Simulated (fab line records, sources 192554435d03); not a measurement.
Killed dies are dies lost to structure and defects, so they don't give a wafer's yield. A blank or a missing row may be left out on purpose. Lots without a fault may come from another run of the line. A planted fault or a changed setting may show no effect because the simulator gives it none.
fab line records | flow n5_finfet | part 2 of 2: steps 5 to 6 of 6
record lots=24 wafers=72 last_day=17
route steps=1938 shown BEOL_M7@1286 BEOL_M8@1333
lots that met no fault: from a run of the same line without faults
start_h: hours from the record's first day to the start of the lot's first wafer shown | wait_h: hours since the lot's step before | " the same as in the row above | L1.1+2: a row that stands for several wafers | - no value, or no start given | * or withheld: withheld | < > ~ a bound
route shown NAME@n: a module of which the file shows steps, and the number in the route of the first | usual: mean/standard deviation of fault-free wafers | same: alike in all rows | chamber/n: place in a boat | sites: the reading at each site | _std_site: their standard deviation | _edge_site: outer sites' mean less inner sites' | radius_mm: how far each site lies from the wafer's centre | mask NAME#n: copy n | behind: the tool/chamber that last shaped the wafer | hold: why the lot was held/for how many hours/how that ended | device: the transistor (n, p or np) that didn't switch | end of line: the same wafers' tests at the end of the route | a step without rows: its recipe alone | killed: dies lost to structure and defects at the first sort, not the wafer's yield | map: a wafer's dies, x killed, . not, _ none there
set.NAME: the setting as run; set.NAME@STEP: as run at that earlier step | model.NAME: the simulator's own value behind a step, which no gauge read
steps of the route over a sample of lots; a table a step, a row a wafer
services: from which hour (start_h, from the record's first day; less than 0 if before it) a tool's chamber was out of use, for how many hours, and why
## steps
# step N5_BEOL_M8_OVL_MEAS_12
# recipe points_per_wafer=44
# usual M8_OVL=0.1/0.86
# same points_per_wafer=44
# columns lot.wafer tool chamber start_h wait_h M8_OVL[nm]
L074.1 overlay-01 0 197.84 0.0 -0.1
L074.2 " 0 " " -0.4
L074.3 " 0 " " -0.6
L075.1 overlay-02 0 206.97 0.0 -0.7
L075.3 " 0 " " -1.3
L075.5 " 0 " " -0.6
L076.1 overlay-02 0 226.40 0.0 0.9
L076.4 " 0 " " 0.5
L076.5 " 0 " " 0.1
L078.1 overlay-01 0 226.90 0.0 -0.2
L078.5 " 0 " " -0.4
L078.6 " 0 " " 0.2
L077.1 overlay-01 0 227.07 0.1 1.2
L077.3 " 0 " " 1.0
L077.5 " 0 " " 1.4
L079.1 overlay-01 0 232.58 0.0 0.7
L079.3 " 0 " " 0.1
L079.5 " 0 " " 0.3
L081.1 overlay-01 0 240.76 0.0 -0.3
L081.3 " 0 " " 0.2
L081.5 " 0 " " 0.4
L080.2 overlay-01 0 240.92 0.0 -0.4
L080.3 " 0 " " 0.4
L080.6 " 0 " " 1.0
L082.2 overlay-02 0 241.28 0.0 1.3
L082.3 " 0 " " 1.7
L082.5 " 0 " " 1.2
L083.2 overlay-01 0 254.02 0.0 1.2
L083.3 " 0 " " -0.3
L083.6 " 0 " " 0.2
L086.1 overlay-02 0 275.37 0.0 -0.7
L086.3 " 0 " " 0.2
L086.4 " 0 " " 0.6
L084.1 overlay-01 0 280.42 0.0 0.3
L084.5 " 0 " " 0.6
L084.6 " 0 " " 0.1
L085.2 overlay-02 0 282.33 0.0 -1.1
L085.3 " 0 " " -0.8
L085.4 " 0 " " -1.6
L088.2 overlay-01 0 284.95 0.0 0.8
L088.3 " 0 " " 1.7
L088.5 " 0 " " 1.4
L087.2 overlay-01 0 285.12 0.0 0.9
L087.3 " 0 " " 1.2
L087.5 " 0 " " 1.0
L089.1 overlay-02 0 301.99 0.0 -1.4
L089.2 " 0 " " 0.8
L089.3 " 0 " " 0.5
L090.1 overlay-02 0 302.55 0.0 0.2
L090.5 " 0 " " -1.1
L090.6 " 0 " " -0.4
L092.1 overlay-01 0 309.04 0.0 0.7
L092.2 " 0 " " 0.0
L092.4 " 0 " " -0.7
L091.1 overlay-01 0 312.78 0.0 0.4
L091.3 " 0 " " -1.0
L091.6 " 0 " " -0.3
L094.2 overlay-01 0 319.19 0.0 0.5
L094.5 " 0 " " 0.3
L094.6 " 0 " " -0.6
L093.3 overlay-01 0 321.25 0.0 -2.5
L093.5 " 0 " " -1.1
L093.6 " 0 " " -0.9
L096.4 overlay-02 0 333.43 0.0 -0.7
L096.5 " 0 " " -0.9
L096.6 " 0 " " 0.5
L095.1 overlay-01 0 338.38 0.0 0.1
L095.2 " 0 " " 0.4
L095.4 " 0 " " 0.9
L097.1 overlay-02 0 344.07 0.0 1.4
L097.2 " 0 " " 0.9
L097.6 " 0 " " 1.6
# step N5_BEOL_M8_ETCH_61
# recipe chemistry=CF4 target=SiARC target_depth_a=455 mask_material=CAR-ArF time_s=75.8 ion_energy_ev=80 pressure_mtorr=40 source_w=545 bias_w=36 Ar_flow_sccm=100 cf4_flow_sccm=100 ends=cleared
# usual drypump_motor_current_A=5.7/0.53 etch_rf_on_time_s=76.5/1.4 oes_product_au=0.67/0.072 rf_vpp_V=184.1/1.2 showerhead_plenum_p_Torr=2.15/0.06 throttle_valve_pct=15.67/0.23
# columns lot.wafer tool chamber start_h wait_h drypump_motor_current_A etch_rf_on_time_s oes_product_au rf_hours_counter_h rf_vpp_V showerhead_plenum_p_Torr throttle_valve_pct
L074.1 rie_diel-06 3 197.94 0.0 5.8 75.4 0.62 168 183.7 2.13 15.89
L074.2 " 0 " " 4.9 75.2 0.72 53 183.3 2.09 15.62
L074.3 " 1 " " 5.2 77.3 0.63 156 183.8 2.15 15.55
L075.1 rie_diel-05 1 207.06 0.0 5.7 77.4 0.66 106 185.2 2.24 15.77
L075.3 " 3 " " 5.7 76.0 0.72 59 185.7 2.25 15.29
L075.5 " 3 " " 5.7 76.3 0.72 - 187.3 2.25 15.29
L076.1 rie_diel-06 2 226.49 0.0 6.6 78.0 0.58 243 185.0 2.19 15.88
L076.4 " 3 " " 5.8 76.0 0.61 176 183.6 2.13 15.91
L076.5 " 0 " " 4.9 76.2 0.70 - 182.6 2.09 15.63
L078.1 rie_diel-06 3 227.52 0.0 5.8 77.0 0.61 177 184.5 2.13 15.91
L078.5 " 0 " " 4.9 76.7 0.70 - 185.7 2.09 15.63
L078.6 " 3 " " 5.8 76.6 0.61 - 183.2 2.13 15.91
L077.1 rie_diel-06 1 227.78 0.0 5.2 77.5 0.62 166 184.2 2.14 15.57
L077.3 " 0 " " 4.9 76.2 0.70 63 182.1 2.09 15.64
L077.5 " 1 " " 5.1 77.7 0.63 - 185.3 2.14 15.56
L079.1 rie_diel-05 2 232.71 0.0 5.1 76.2 0.58 240 185.4 2.20 15.97
L079.3 " 1 " " 5.7 76.8 0.66 118 186.3 2.24 15.80
L079.5 " 2 " " 5.1 76.9 0.58 - 184.9 2.20 15.98
L081.1 rie_diel-05 2 240.96 0.0 5.1 75.8 0.57 243 184.0 2.20 15.97
L081.3 " 3 " " 5.7 75.9 0.70 74 186.4 2.25 15.32
L081.5 " 1 " " 5.8 77.4 0.64 - 185.2 2.24 15.79
L080.2 rie_diel-01 1 241.10 0.0 5.9 74.6 0.78 29 182.2 2.09 15.45
L080.3 " 3 " " 5.2 75.3 0.61 227 183.1 2.20 16.11
L080.6 " 2 " " 6.1 75.6 0.62 - 183.6 2.21 15.80
L082.2 rie_diel-01 1 241.37 0.0 5.9 74.1 0.78 29 182.9 2.10 15.48
L082.3 " 2 " " 6.1 76.0 0.61 210 185.0 2.21 15.80
L082.5 " 1 " " 5.9 74.4 0.77 - 182.1 2.09 15.45
L083.2 rie_diel-01 3 254.18 0.0 5.2 75.7 0.59 232 183.6 2.20 16.11
L083.3 " 1 " " 6.0 75.9 0.76 33 183.1 2.09 15.46
L083.6 " 0 " " 5.1 79.7 0.67 - 183.7 2.07 15.64
L086.1 rie_diel-01 1 275.47 0.0 5.9 75.3 0.76 40 183.3 2.09 15.49
L086.3 " 0 " " 5.2 79.4 0.67 95 183.2 2.07 15.66
L086.4 " 3 " " 5.2 75.2 0.59 239 184.7 2.20 16.14
L084.1 rie_diel-05 0 280.51 0.0 6.6 74.0 0.81 15 182.8 2.10 15.19
L084.5 " 0 " " 6.6 74.4 0.80 - 183.9 2.10 15.20
L084.6 " 3 " " 5.7 76.4 0.69 - 185.5 2.24 15.33
L085.2 rie_diel-06 2 282.42 0.0 6.6 78.2 0.80 6 185.3 2.19 15.42
L085.3 " 0 " " 4.9 76.5 0.69 82 182.7 2.09 15.68
L085.4 " 1 " " 5.1 77.3 0.61 185 183.1 2.14 15.62
L088.2 rie_diel-01 3 285.04 0.0 5.2 75.9 0.60 243 184.9 2.20 16.14
L088.3 " 1 " " 5.9 75.5 0.75 43 182.3 2.09 15.51
L088.5 " 1 " " 5.9 76.1 0.75 - 182.3 2.09 15.50
L087.2 rie_diel-05 0 285.21 0.0 6.6 76.3 0.80 17 183.3 2.10 15.20
L087.3 " 3 " " 5.7 77.5 0.67 91 185.0 2.24 15.37
L087.5 " 1 " " 5.8 77.8 0.64 - 184.9 2.23 15.83
L089.1 rie_diel-06 0 302.77 0.0 4.9 75.6 0.69 89 183.0 2.08 15.68
L089.2 " 3 " " 5.8 76.8 0.60 204 181.2 2.12 15.96
L089.3 " 2 " " 6.6 78.2 0.79 14 184.9 2.19 15.44
L090.1 rie_diel-06 1 303.03 0.0 5.1 76.0 0.62 192 183.2 2.13 15.61
L090.5 " 1 " " 5.1 77.2 0.61 - 184.1 2.13 15.62
L090.6 " 0 " " 4.9 74.4 0.69 - 182.7 2.08 15.70
L092.1 rie_diel-01 0 309.19 0.0 5.1 78.3 0.66 106 182.7 2.06 15.69
L092.2 " 1 " " 5.9 74.5 0.75 52 182.0 2.09 15.51
L092.4 " 2 " " 6.1 75.4 0.61 - 184.5 2.20 15.84
L091.1 rie_diel-06 3 314.02 0.0 5.8 76.3 0.59 208 183.6 2.12 15.95
L091.3 " 2 " " 6.6 77.2 0.79 18 186.6 2.19 15.44
L091.6 " 2 " " 6.6 77.7 0.78 - 184.7 2.19 15.43
L094.2 rie_diel-05 2 319.69 0.0 5.1 74.5 0.82 11 185.4 2.19 15.55
L094.5 " 3 " " 5.7 77.4 0.66 - 185.1 2.24 15.39
L094.6 " 2 " " 5.1 74.7 0.83 - 183.7 2.19 15.55
L093.3 rie_diel-01 1 321.94 0.0 5.9 77.0 0.73 59 182.3 2.09 15.53
L093.5 " 1 " " 5.9 77.4 0.72 - 184.9 2.09 15.52
L093.6 " 0 " " 5.1 79.7 0.65 - 182.6 2.06 15.69
L096.4 rie_diel-05 3 333.54 0.0 5.7 76.1 0.67 108 185.5 2.24 15.38
L096.5 " 2 " " 5.1 74.3 0.83 - 182.3 2.19 15.56
L096.6 " 1 " " 5.8 76.7 0.63 - 185.2 2.23 15.86
L095.1 rie_diel-06 0 338.50 0.0 4.9 75.4 0.67 102 182.5 2.08 15.70
L095.2 " 1 " " 5.2 76.8 0.61 206 182.9 2.13 15.67
L095.4 " 1 " " 5.2 77.2 0.60 - 184.8 2.13 15.63
L097.1 rie_diel-05 3 344.17 0.0 5.7 76.8 0.66 111 186.4 2.23 15.40
L097.2 " 2 " " 5.1 74.5 0.81 20 185.5 2.19 15.55
L097.6 " 0 " " 6.6 74.3 0.78 - 184.3 2.10 15.25
## services
# columns tool chamber start_h hours kind
uv_cure-02 - 178.60 20.2 repair
uv_cure-03 - 185.94 1.0 pm
rie_diel-01 1 194.65 3.8 repair
rie_diel-05 1 208.51 1.2 repair
rie_diel-02 3 210.65 2.9 repair
uv_cure-03 - 219.58 1.7 repair
uv_cure-02 - 220.53 7.5 pm
rie_diel-03 0 225.48 - clean
rie_diel-03 0 225.48 - consumable_replace:focus_ring
rie_diel-06 - 229.49 2.8 pm
uv_cure-01 - 230.22 6.0 pm
rie_diel-04 2 248.97 8.5 repair
rie_diel-02 3 249.69 7.0 repair
rie_diel-05 1 251.98 3.1 repair
uv_cure-02 - 264.74 2.1 pm
rie_diel-01 2 285.88 1.5 repair
rie_diel-01 0 288.34 2.1 repair
uv_cure-02 - 303.70 6.0 pm
rie_diel-04 2 316.38 2.4 repair
rie_diel-06 3 325.99 4.0 repair
rie_diel-02 1 327.06 13.8 repair
rie_diel-03 2 333.27 7.1 repair
rie_diel-06 2 334.33 4.9 repair
rie_diel-06 3 343.16 4.0 repair
